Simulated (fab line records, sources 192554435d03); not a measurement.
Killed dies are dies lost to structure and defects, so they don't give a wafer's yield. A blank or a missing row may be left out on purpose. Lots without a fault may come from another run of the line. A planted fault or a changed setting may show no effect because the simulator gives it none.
fab line records | flow n5_finfet
record lots=13 wafers=37 last_day=19
route steps=1938 shown BEOL_M0_SAQP@640 BEOL_M4@1111
lots that met no fault: from a run of the same line without faults
start_h: hours from the record's first day to the start of the lot's first wafer shown | wait_h: hours since the lot's step before | " the same as in the row above | L1.1+2: a row that stands for several wafers | - no value, or no start given | * or withheld: withheld | < > ~ a bound
route shown NAME@n: a module of which the file shows steps, and the number in the route of the first | usual: mean/standard deviation of fault-free wafers | same: alike in all rows | chamber/n: place in a boat | sites: the reading at each site | _std_site: their standard deviation | _edge_site: outer sites' mean less inner sites' | radius_mm: how far each site lies from the wafer's centre | mask NAME#n: copy n | behind: the tool/chamber that last shaped the wafer | hold: why the lot was held/for how many hours/how that ended | device: the transistor (n, p or np) that didn't switch | end of line: the same wafers' tests at the end of the route | a step without rows: its recipe alone | killed: dies lost to structure and defects at the first sort, not the wafer's yield | map: a wafer's dies, x killed, . not, _ none there
set.NAME: the setting as run; set.NAME@STEP: as run at that earlier step | model.NAME: the simulator's own value behind a step, which no gauge read
steps of the route over a sample of lots; a table a step, a row a wafer
services: from which hour (start_h, from the record's first day; less than 0 if before it) a tool's chamber was out of use, for how many hours, and why
## steps
# step N5_BEOL_M0_SAQP_HM_DEP_111
# recipe material=SiO2 target_thk_a=120 temp_c=400 precursor=SiH4/N2O pressure_torr=0.75 rf_w=275 time_s=7.2
# usual heater_power_w=832/100 showerhead_plenum_p_Torr=8.18/0.094
# columns lot.wafer tool chamber start_h wait_h heater_power_w showerhead_plenum_p_Torr
L550.1 pecvd-02 0 106.03 0.0 680 8.22
L550.2 " 1 " " 935 8.36
L550.6 " 2 " " 1016 8.19
L551.2 pecvd-04 0 112.34 0.0 631 8.16
L551.3 " 1 " " 764 7.97
L551.5 " 1 " " 789 7.93
L553.2 pecvd-02 1 126.27 0.0 935 8.34
L553.3 " 0 " " 702 8.21
L553.4 " 1 " " 924 8.35
L554.2 pecvd-03 2 129.51 0.0 918 8.16
L554.5 " 1 " " 961 8.20
L554.6 " 2 " " 917 8.18
L556.6 pecvd-04 0 142.21 0.1 667 8.16
L557.2 pecvd-02 1 148.87 0.0 845 8.33
L557.3 " 2 " " 997 8.20
L557.4 " 1 " " 861 8.35
L561.1 pecvd-03 2 171.63 0.0 898 8.17
L561.2 " 0 " " 817 8.23
L561.5 " 2 " " 930 8.18
L560.3 pecvd-02 0 177.19 0.0 677 8.18
L560.4 " 2 " " 995 8.18
L560.5 " 1 " " 920 8.35
L564.2 pecvd-03 2 193.39 0.0 846 8.18
L564.3 " 1 " " 829 8.21
L564.6 " 2 " " 826 8.18
L566.1 pecvd-04 1 201.84 0.0 814 7.95
L566.2 " 0 " " 779 8.17
L566.3 " 2 " " 847 8.04
L567.3 pecvd-03 2 208.70 0.0 938 8.16
L567.4 " 1 " " 795 8.23
L567.5 " 2 " " 892 8.18
L571.2 pecvd-02 0 233.01 0.0 644 8.19
L571.3 " 1 " " 922 8.34
L571.5 " 1 " " 877 8.33
L573.3 pecvd-03 2 243.06 0.0 782 8.16
L573.5 " 1 " " 836 8.21
L573.6 " 2 " " 808 8.17
# step N5_BEOL_M0_SAQP_DESCUM_19
# recipe chemistry=O2 time_s=7.9 source_power_w=50 bias_power_w=20 pressure_mtorr=20 rf_frequency_hz=2.712e+07 temp_c=40 resist=CAR-ArF o2_flow_sccm=225
# usual drypump_motor_current_A=5.7/0.39 o2_flow_sccm=225.1/0.7 oes_product_au=0.80/0.087 rf_vpp_V=243.3/1.6 showerhead_plenum_p_Torr=2.10/0.078 throttle_valve_pct=20.43/0.21
# columns lot.wafer tool chamber start_h wait_h drypump_motor_current_A o2_flow_sccm oes_product_au rf_hours_counter_h rf_vpp_V showerhead_plenum_p_Torr throttle_valve_pct
L550.1 rie_diel-03 3 106.62 0.1 5.9 225.2 0.76 148 242.4 2.10 20.44
L550.2 " 1 " " 5.6 225.9 0.96 14 243.9 2.13 20.21
L550.6 " 3 " " 5.9 224.8 0.75 - 242.6 2.10 20.44
L551.2 rie_diel-06 1 112.86 0.1 5.1 224.1 0.72 204 240.8 2.00 20.71
L551.3 " 3 " " 5.4 225.2 0.93 17 245.1 2.23 20.01
L551.5 " 0 " " 5.9 226.8 0.98 - 243.0 2.05 20.35
L553.2 rie_diel-03 0 127.19 0.3 5.5 225.3 0.79 115 241.1 2.12 20.54
L553.3 " 3 " " 5.9 224.1 0.76 156 242.1 2.09 20.47
L553.4 " 1 " " 5.6 225.6 0.94 18 243.1 2.13 20.22
L554.2 rie_diel-02 1 130.07 0.1 5.1 225.5 0.72 213 243.9 2.16 20.50
L554.5 " 3 " " 5.9 225.8 0.76 - 243.5 2.10 20.12
L554.6 " 2 " " 5.6 225.8 0.75 - 244.6 2.19 20.30
L556.6 rie_diel-06 0 142.61 0.0 5.9 226.3 0.94 - 239.8 2.05 20.37
L557.2 rie_diel-03 3 149.30 0.0 5.9 226.4 0.75 163 242.7 2.09 20.48
L557.3 " 0 " " 5.5 226.6 0.78 122 243.5 2.12 20.54
L557.4 " 2 " " 6.4 225.9 0.72 216 243.1 2.16 20.67
L561.1 rie_diel-06 1 172.16 0.0 5.1 225.6 0.70 221 242.2 1.99 20.75
L561.2 " 2 " " 6.2 225.1 0.79 118 238.5 1.94 20.37
L561.5 " 0 " " 5.9 225.5 0.92 - 242.5 2.05 20.38
L560.3 rie_diel-06 0 177.73 0.0 5.9 225.9 0.93 26 242.2 2.04 20.38
L560.4 " 3 " " 5.4 225.0 0.89 38 243.0 2.23 20.05
L560.5 " 0 " " 5.9 225.3 0.93 - 242.8 2.04 20.37
L564.2 rie_diel-03 0 193.94 0.1 5.5 225.0 0.77 137 244.3 2.11 20.56
L564.3 " 3 " " 5.9 226.1 0.74 178 244.2 2.09 20.49
L564.6 " 0 " " 5.5 224.6 0.76 - 243.8 2.11 20.56
L566.1 rie_diel-06 1 202.55 0.2 5.1 224.4 0.70 230 241.2 1.99 20.77
L566.2 " 0 " " 5.9 225.5 0.91 33 242.7 2.04 20.40
L566.3 " 2 " " 6.2 225.5 0.79 126 241.0 1.93 20.38
L567.3 rie_diel-03 3 209.48 0.4 5.9 225.1 0.73 183 242.2 2.08 20.52
L567.4 " 2 " " 6.3 224.5 0.70 235 245.3 2.16 20.73
L567.5 " 2 " " 6.3 225.0 0.70 - 244.1 2.16 20.71
L571.2 rie_diel-03 0 233.81 0.3 5.5 224.1 0.75 148 243.7 2.11 20.57
L571.3 " 1 " " 5.6 224.1 0.89 49 243.9 2.12 20.27
L571.5 " 3 " " 5.9 225.6 0.72 - 245.3 2.08 20.53
L573.3 rie_diel-03 2 243.49 0.1 6.3 225.8 0.69 242 243.7 2.16 20.74
L573.5 " 0 " " 5.5 225.8 0.75 - 243.1 2.11 20.59
L573.6 " 2 " " 6.3 226.2 0.70 - 241.8 2.16 20.72
# step N5_BEOL_M0_SAQP_SPACER1_ALD_98
# recipe material=SiO2 target_thk_a=128 temp_c=300 ald_precursor_family=BDEAS ald_co_reactant=O2-plasma pulse_time_s=1 purge_time_s=2 co_reactant_purge_time_s=2 ald_cycles=138 pressure_torr=2
# usual heater_power_w=480/50 precursor_pulse_height_rel=1.001/0.02 susceptor_temp_C=299.99/0.19
# columns lot.wafer tool chamber start_h wait_h heater_power_w precursor_pulse_height_rel susceptor_temp_C
L550.1 ald_sin-03 0 107.51 0.3 447 1.008 299.80
L550.2 " 3 " " 477 0.995 300.05
L550.6 " 1 " " 387 0.961 300.10
L551.2 ald_sin-03 3 113.91 0.3 485 0.985 299.97
L551.3 " 0 " " 438 1.000 299.75
L551.5 " 3 " " 485 0.994 299.89
L553.2 ald_sin-02 3 128.11 0.3 461 0.990 299.84
L553.3 " 0 " " 569 0.978 300.17
L553.4 " 1 " " 477 0.973 299.94
L554.2 ald_sin-02 0 131.85 1.0 563 1.035 300.08
L554.5 " 3 " " 492 1.017 299.86
L554.6 " 2 " " 447 0.992 300.00
L556.6 ald_sin-02 3 143.71 0.3 416 1.003 282.79
L557.2 ald_sin-03 0 150.58 0.6 441 1.016 299.79
L557.3 " 3 " " 495 0.990 299.91
L557.4 " 1 " " 387 0.994 300.16
L561.1 ald_sin-03 2 173.05 0.3 527 0.998 300.17
L561.2 " 3 " " 487 1.008 299.90
L561.5 " 3 " " 487 0.980 299.74
L560.3 ald_sin-03 0 178.63 0.1 442 1.036 299.82
L560.4 " 2 " " 523 1.024 300.07
L560.5 " 1 " " 395 1.029 300.37
L564.2 ald_sin-03 1 195.59 1.0 398 0.989 299.93
L564.3 " 2 " " 519 1.011 299.99
L564.6 " 3 " " 494 0.970 299.84
L566.1 ald_sin-01 0 204.00 0.3 557 0.995 300.11
L566.2 " 1 " " 472 0.988 300.28
L566.3 " 2 " " 520 0.995 299.73
L567.3 ald_sin-03 2 210.37 0.1 512 1.032 299.82
L567.4 " 1 " " 399 1.016 299.90
L567.5 " 3 " " 487 1.013 300.13
L571.2 ald_sin-01 2 234.70 0.3 506 0.976 299.94
L571.3 " 1 " " 467 0.987 299.68
L571.5 " 3 " " 424 0.960 300.06
L573.3 ald_sin-01 2 244.70 0.5 519 1.032 299.77
L573.5 " 3 " " 437 1.046 300.02
L573.6 " 2 " " 498 1.007 299.92
# step N5_BEOL_M0_SAQP_SPACER1_ETCHBACK_99
# recipe chemistry=CHF3/O2 mode=anisotropic_etchback target=SiO2 target_depth_a=154 time_s=7.7 pressure_mtorr=30 source_w=650 bias_w=170 Ar_flow_sccm=200 CHF3_flow_sccm=50 O2_flow_sccm=5 ion_energy_ev=200
# usual drypump_motor_current_A=5.7/0.43 mfc_ar_sccm=200.0/0.63 oes_product_au=0.80/0.088 rf_vpp_V=528/3.3 showerhead_plenum_p_Torr=2.40/0.11 throttle_valve_pct=18.85/0.21
# columns lot.wafer tool chamber start_h wait_h drypump_motor_current_A mfc_ar_sccm oes_product_au rf_hours_counter_h rf_vpp_V showerhead_plenum_p_Torr throttle_valve_pct
L550.1 rie_diel-06 1 107.99 0.3 5.1 200.2 0.72 203 527 2.29 19.15
L550.2 " 2 " " 6.2 200.0 0.82 100 525 2.24 18.76
L550.6 " 1 " " 5.1 199.8 0.72 - 528 2.29 19.15
L551.2 rie_diel-02 1 114.39 0.3 5.1 199.5 0.73 207 529 2.48 18.94
L551.3 " 0 " " 4.7 199.9 0.69 230 526 2.48 19.13
L551.5 " 2 " " 5.7 200.7 0.75 - 529 2.50 18.68
L553.2 rie_diel-03 1 128.58 0.3 5.6 199.1 0.95 18 533 2.47 18.81
L553.3 " 3 " " 5.9 199.6 0.75 156 526 2.41 18.91
L553.4 " 2 " " 6.3 200.6 0.72 209 530 2.48 19.06
L554.2 rie_diel-06 3 132.32 0.3 5.4 199.6 0.91 24 533 2.56 18.49
L554.5 " 2 " " 6.2 199.7 0.81 - 525 2.23 18.78
L554.6 " 1 " " 5.1 199.8 0.70 - 527 2.29 19.15
L556.6 rie_diel-06 2 144.05 0.1 6.2 199.7 0.80 - 525 2.23 18.76
L557.2 rie_diel-02 1 151.05 0.3 5.0 200.0 0.72 221 529 2.48 18.95
L557.3 " 0 " " 4.7 199.5 0.68 243 528 2.48 19.17
L557.4 " 3 " " 5.9 200.6 0.75 134 518 2.41 18.61
L561.1 rie_diel-02 1 173.53 0.3 5.1 201.1 0.70 227 529 2.47 18.97
L561.2 " 3 " " 5.9 199.9 0.74 141 518 2.41 18.62
L561.5 " 1 " " 5.1 200.7 0.71 - 528 2.47 18.98
L560.3 rie_diel-06 1 179.10 0.3 5.1 199.8 0.69 223 528 2.29 19.16
L560.4 " 3 " " 5.4 200.2 0.88 38 532 2.56 18.49
L560.5 " 0 " " 5.9 199.7 0.94 - 527 2.36 18.84
L564.2 rie_diel-06 2 196.07 0.3 6.2 199.7 0.79 125 525 2.23 18.79
L564.3 " 0 " " 5.9 200.4 0.92 32 526 2.36 18.87
L564.6 " 3 " " 5.4 200.3 0.87 - 532 2.55 18.50
L566.1 rie_diel-06 0 204.49 0.3 5.9 200.7 0.93 34 526 2.36 18.86
L566.2 " 3 " " 5.4 199.5 0.88 44 530 2.55 18.53
L566.3 " 2 " " 6.2 199.9 0.80 127 524 2.23 18.80
L567.3 rie_diel-03 0 210.85 0.3 5.5 199.2 0.76 141 527 2.41 18.96
L567.4 " 1 " " 5.6 199.3 0.90 42 532 2.46 18.84
L567.5 " 2 " " 6.3 199.4 0.70 - 530 2.47 19.12
L571.2 rie_diel-06 1 235.18 0.3 5.1 200.8 0.69 240 528 2.28 19.22
L571.3 " 0 " " 5.9 199.9 0.90 43 528 2.35 18.89
L571.5 " 1 " " 5.1 200.9 0.69 - 527 2.28 19.21
L573.3 rie_diel-06 3 245.25 0.3 5.4 200.0 0.86 56 532 2.55 18.54
L573.5 " 3 " " 5.4 199.7 0.86 - 531 2.55 18.53
L573.6 " 2 " " 6.2 200.3 0.78 - 524 2.22 18.81
# step N5_BEOL_M0_SAQP_CD_MEAS_25
# recipe target_cd_nm=13.1 landing_energy_ev=1000 detector=se_inlens
# usual cd_nm=12.77/0.21
# columns lot.wafer tool chamber start_h wait_h cd_nm
L550.1 cd_sem-02 0 108.18 0.1 12.73
L550.2 " 0 " " 12.83
L550.6 " 0 " " 12.82
L551.2 cd_sem-03 0 114.59 0.1 12.84
L551.3 " 0 " " 12.73
L551.5 " 0 " " 12.54
L553.2 cd_sem-03 0 128.78 0.1 12.42
L553.3 " 0 " " 12.58
L553.4 " 0 " " 12.72
L554.2 cd_sem-01 0 132.52 0.1 12.73
L554.5 " 0 " " 12.96
L554.6 " 0 " " 12.64
L556.6 cd_sem-03 0 144.22 0.0 13.42
L557.2 cd_sem-02 0 151.25 0.1 13.03
L557.3 " 0 " " 12.56
L557.4 " 0 " " 12.98
L561.1 cd_sem-01 0 173.72 0.1 12.74
L561.2 " 0 " " 12.79
L561.5 " 0 " " 12.41
L560.3 cd_sem-02 0 179.30 0.1 13.03
L560.4 " 0 " " 12.77
L560.5 " 0 " " 12.43
L564.2 cd_sem-01 0 196.27 0.1 12.47
L564.3 " 0 " " 12.85
L564.6 " 0 " " 12.56
L566.1 cd_sem-02 0 204.69 0.1 13.11
L566.2 " 0 " " 12.91
L566.3 " 0 " " 12.54
L567.3 cd_sem-01 0 211.05 0.1 12.82
L567.4 " 0 " " 12.99
L567.5 " 0 " " 12.57
L571.2 cd_sem-01 0 235.37 0.1 12.42
L571.3 " 0 " " 12.84
L571.5 " 0 " " 12.89
L573.3 cd_sem-03 0 245.45 0.1 12.67
L573.5 " 0 " " 12.43
L573.6 " 0 " " 13.08
# step N5_BEOL_M4_RC_MEAS_101
# usual CJ_N=4.33/0.09 CJ_P=5.82/0.13 DIBL_N=36.0/1.4 DIBL_P=36.1/1.4 IOFF_N=0.153/0.02 IOFF_P=0.211/0.026 ION_N=673/8.7 ION_P=463/6.7 RS_NWELL=1036/7 RS_PWELL=3013/25 SS_N=71.5/0.5 SS_P=73.3/0.54 VT_N=250.1/2.4 VT_P=-250.2/2.9
# columns lot.wafer tool chamber start_h wait_h CJ_N CJ_P DIBL_N[mV/V] DIBL_P[mV/V] IOFF_N[nA/um] IOFF_P[nA/um] ION_N[uA/um] ION_P[uA/um] RS_NWELL[ohm/sq] RS_PWELL[ohm/sq] SS_N[mV/dec] SS_P[mV/dec] VT_N[mV] VT_P[mV]
L550.1 prober-02 0 180.51 0.0 4.22 5.78 35.0 36.0 0.147 0.215 681 478 1034 2974 70.4 72.5 248.7 -247.8
L550.2 " 0 " " 4.28 5.74 34.5 34.9 0.134 0.201 671 469 1035 3026 71.1 72.2 251.1 -247.9
L550.6 " 0 " " 4.19 6.03 35.7 36.5 0.149 0.231 675 472 1027 3000 71.2 72.7 250.3 -247.5
L551.2 prober-01 0 180.76 0.2 4.65 5.83 36.9 35.7 0.169 0.195 674 459 1037 3045 72.0 73.6 250.0 -252.6
L551.3 " 0 " " 4.43 5.76 34.7 33.8 0.130 0.173 668 460 1038 3026 71.6 72.5 255.9 -253.0
L551.5 " 0 " " 4.46 5.86 35.8 34.9 0.143 0.187 673 456 1046 3026 71.6 73.9 253.5 -253.9
L553.2 prober-01 0 188.82 0.2 4.21 5.85 38.0 35.9 0.154 0.196 667 454 1029 3009 71.5 73.9 250.2 -250.9
L553.3 " 0 " " 4.33 5.59 37.3 34.0 0.138 0.168 668 448 1037 2998 71.7 72.9 249.0 -253.1
L553.4 " 0 " " 4.34 5.89 37.5 34.4 0.139 0.178 671 457 1035 2981 71.3 73.1 252.9 -254.4
L554.2 prober-02 0 202.42 0.2 4.20 5.65 34.5 35.0 0.131 0.171 666 456 1041 3032 71.5 72.7 252.6 -254.4
L554.5 " 0 " " 4.20 5.95 35.4 36.9 0.152 0.188 674 463 1043 3041 70.7 74.0 249.2 -253.0
L554.6 " 0 " " 4.31 5.74 37.4 38.7 0.186 0.217 685 463 1053 3044 71.4 73.5 247.3 -250.4
L556.6 prober-01 0 217.38 0.8 4.97 4.05 35.0 35.4 0.118 0.199 643 458 1064 3116 71.6 72.6 256.5 -251.5
L557.2 prober-01 0 230.93 0.2 4.31 6.09 34.6 35.6 0.142 0.207 669 465 1035 3059 71.8 73.1 251.7 -248.8
L557.3 " 0 " " 4.42 5.70 34.5 34.9 0.141 0.189 669 454 1045 2994 71.3 73.5 252.4 -252.2
L557.4 " 0 " " 4.41 5.78 35.4 36.6 0.153 0.216 672 465 1037 3000 71.6 73.7 249.5 -251.7
L561.1 prober-02 0 262.70 0.0 4.37 6.16 33.7 35.3 0.126 0.196 657 457 1029 3034 71.5 73.2 254.5 -250.8
L561.2 " 0 " " 4.47 5.91 34.2 35.4 0.141 0.199 685 462 1037 3025 71.2 73.5 253.0 -251.9
L561.5 " 0 " " 4.44 5.97 36.5 38.1 0.173 0.238 681 470 1027 3015 72.2 73.6 249.7 -248.4
L560.3 prober-02 0 263.94 0.9 4.22 5.88 39.0 39.5 0.212 0.261 686 467 1034 2976 72.0 74.4 245.7 -248.4
L560.4 " 0 " " 4.11 5.80 36.5 36.3 0.155 0.206 664 463 1033 2987 71.4 73.7 248.2 -250.4
L560.5 " 0 " " 4.22 5.95 34.7 33.6 0.127 0.164 661 454 1033 3016 70.8 72.8 253.4 -255.1
L564.2 prober-02 0 271.95 1.5 4.36 5.92 38.1 38.3 0.197 0.275 691 467 1042 2999 72.3 74.0 248.2 -244.3
L564.3 " 0 " " 4.37 5.84 35.8 35.9 0.165 0.225 683 473 1032 2990 72.1 73.4 246.7 -250.4
L564.6 " 0 " " 4.27 5.56 36.0 36.6 0.167 0.232 679 468 1031 2975 71.6 73.6 246.9 -249.3
L566.1 prober-01 0 291.27 0.0 4.24 5.99 37.0 36.9 0.184 0.281 697 482 1038 2991 71.4 73.5 244.1 -239.9
L566.2 " 0 " " 4.36 6.02 36.8 36.3 0.175 0.255 691 478 1042 3005 71.3 73.3 244.7 -242.6
L566.3 " 0 " " 4.32 5.78 36.0 35.9 0.165 0.241 681 467 1037 3009 71.2 73.2 248.3 -243.3
L567.3 prober-01 0 294.22 0.3 4.28 5.72 35.6 36.0 0.144 0.184 664 457 1038 2981 71.3 73.0 250.2 -255.1
L567.4 " 0 " " 4.28 5.86 34.1 34.9 0.129 0.170 668 455 1041 2979 71.5 73.0 251.5 -254.7
L567.5 " 0 " " 4.36 5.72 35.3 35.9 0.148 0.184 673 451 1030 2987 71.0 73.3 247.9 -254.9
L573.3 prober-01 0 327.55 0.3 4.31 5.93 34.3 36.0 0.141 0.198 673 466 1038 3016 71.7 73.2 251.4 -252.4
L573.5 " 0 " " 4.31 5.77 33.8 35.2 0.135 0.188 665 460 1037 3038 71.2 73.0 251.8 -251.7
L573.6 " 0 " " 4.39 5.78 34.8 36.4 0.147 0.205 668 463 1037 3014 71.6 73.7 250.1 -252.6
L571.2 prober-02 0 347.19 0.2 4.32 5.70 34.5 36.3 0.150 0.208 664 459 1031 3009 70.8 73.9 246.7 -250.5
L571.3 " 0 " " 4.41 5.47 33.6 33.6 0.121 0.162 659 449 1041 3007 70.5 73.1 250.9 -253.8
L571.5 " 0 " " 4.39 5.51 34.5 35.7 0.142 0.187 665 454 1047 3003 70.2 72.9 249.3 -254.0
## services
# columns tool chamber start_h hours kind
ald_sin-03 - 85.41 14.0 pm
ald_sin-03 0 85.41 14.0 vent_cycle
ald_sin-03 1 85.41 14.0 vent_cycle
ald_sin-03 2 85.41 14.0 vent_cycle
ald_sin-03 3 85.41 14.0 vent_cycle
pecvd-02 1 86.62 18.3 repair
rie_diel-06 1 87.89 3.7 repair
rie_diel-03 1 98.65 2.6 repair
ald_sin-03 0 99.41 - clean
ald_sin-03 1 99.41 - clean
rie_diel-03 1 111.75 7.1 repair
rie_diel-03 0 112.81 4.5 repair
pecvd-02 2 114.65 7.0 repair
ald_sin-01 1 128.29 6.7 repair
pecvd-02 0 134.16 15.0 repair
pecvd-04 - 158.12 1.4 repair
ald_sin-02 1 168.33 11.9 repair
ald_sin-01 - 178.30 14.0 pm
pecvd-03 - 187.92 0.5 repair
rie_diel-03 - 210.92 0.5 repair
rie_diel-03 2 224.74 5.5 repair
pecvd-03 - 232.47 0.8 repair
rie_diel-03 3 237.13 57.4 repair
ald_sin-03 - 240.56 0.5 repair
## key
first_sign step=N5_BEOL_M0_SAQP_SPACER1_ALD_98 reading=susceptor_temp_C direction=down sigmas=90 usual=* struck=*
effect step=N5_BEOL_M0_SAQP_CD_MEAS_25 reading=cd_nm direction=up sigmas=3.1 usual=12.77 struck=13.42
effect step=N5_BEOL_M4_RC_MEAS_101 reading=CJ_P direction=down sigmas=13 usual=5.82 struck=4.05
effect step=N5_BEOL_M4_RC_MEAS_101 reading=CJ_N direction=up sigmas=7.2 usual=4.33 struck=4.97
effect step=N5_BEOL_M4_RC_MEAS_101 reading=RS_PWELL direction=up sigmas=4.2 usual=3013 struck=3116
effect step=N5_BEOL_M4_RC_MEAS_101 reading=RS_NWELL direction=up sigmas=3.9 usual=1036 struck=1064
effect step=N5_BEOL_M4_RC_MEAS_101 reading=ION_N direction=down sigmas=3.5 usual=673 struck=643
met_at N5_BEOL_M0_SAQP_SPACER1_ALD_98
struck_lots L556
struck_wafers L556.6
rows_end L556.6
not_acting_at N5_BEOL_M0_SAQP_HM_DEP_111,N5_BEOL_M0_SAQP_DESCUM_19,N5_BEOL_M0_SAQP_SPACER1_ETCHBACK_99
onset_between 131.85 143.71
earlier_fault kind=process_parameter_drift tool=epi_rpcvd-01 chamber=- onset_h=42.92 steps=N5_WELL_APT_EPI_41 channel=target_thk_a offset=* shape=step acts_in=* stated=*
fault kind=process_parameter_drift tool=ald_sin-02 chamber=3 onset_h=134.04 steps=N5_BEOL_M0_SAQP_SPACER1_ALD_98 channel=temp_c offset=* shape=step acts_in=* stated=*
# rows_end: these wafers met a further fault down the route, and their rows from its step on are left out
